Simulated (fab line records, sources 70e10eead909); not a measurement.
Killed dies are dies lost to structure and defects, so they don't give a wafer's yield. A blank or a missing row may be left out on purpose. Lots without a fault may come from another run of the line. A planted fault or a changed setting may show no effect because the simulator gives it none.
Chamber matching | flow nand_harc | NHARC_A_WL_FILL_CMP_12 on cmp-01: 4 sister chambers
The step polishes, t overpolish 30 s, target thk 100 nm. 8 wafers are shown with their chamber, then 12 later ones without.

WAFERS WITH THEIR CHAMBER
wafer  | chamber | motor_current_A (A) | overpolish_run_s (s)
L082.3 | 3       | 11.3                | 30.000
L088.5 | 2       | 10.4                | 29.988
L089.1 | 1       | 12.2                | 30.002
L089.2 | 0       | 11.5                | 30.010
L089.4 | 2       | 10.8                | 29.993
L092.1 | 1       | 12.8                | 29.995
L092.3 | 0       | 12.0                | 30.009
L092.4 | 3       | 11.4                | 30.006

WAFERS WITHOUT THEIR CHAMBER
wafer  | motor_current_A (A) | overpolish_run_s (s)
L093.1 | 12.2                | 30.004
L093.3 | 12.0                | 29.989
L093.4 | 10.0                | 29.988
L095.1 | 12.7                | 30.004
L095.4 | 12.2                | 30.014
L095.5 | 10.2                | 30.000
L097.3 | 12.7                | 30.006
L097.5 | 12.4                | 29.998
L097.6 | 11.4                | 29.995
L097.1 | 9.9                 | 29.995
L097.2 | 11.6                | 29.993
L097.4 | 12.9                | 30.006

WHICH CHAMBER EACH WENT THROUGH
wafer  | from the rows above               | in truth
L093.1 | can't be placed: 1 or 0 or 3      | 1
L093.3 | can't be placed: 1 or 3 or 2      | 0
L093.4 | 2                                 | 2
L095.1 | can't be placed: 1 or 0           | 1
L095.4 | 0                                 | 0
L095.5 | can't be placed: 2 or 3           | 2
L097.3 | can't be placed: 1 or 0           | 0
L097.5 | 1                                 | 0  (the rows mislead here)
L097.6 | can't be placed: 3 or 2 or 1 or 0 | 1
L097.1 | 2                                 | 2
L097.2 | can't be placed: 3 or 1 or 2 or 0 | 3
L097.4 | can't be placed: 1 or 0           | 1
Placed correctly: 3 of 12. Can't be placed from these rows: 8 (the true chamber is among the candidates in 7). Placed wrongly: 1.
How it was worked out, from the rows above alone: a wafer's distance from a chamber is the root of the sum, over the readings, of the square of ((its reading less the chamber's mean) divided by the reading's scatter). The wafer belongs to the nearest chamber; if the next one is less than 2 further off, it can't be placed. A chamber's mean is the mean of its shown wafers. The scatter: the root of (the sum of the squares of (reading less its chamber's mean) over the shown wafers, divided by (wafers less chambers)).
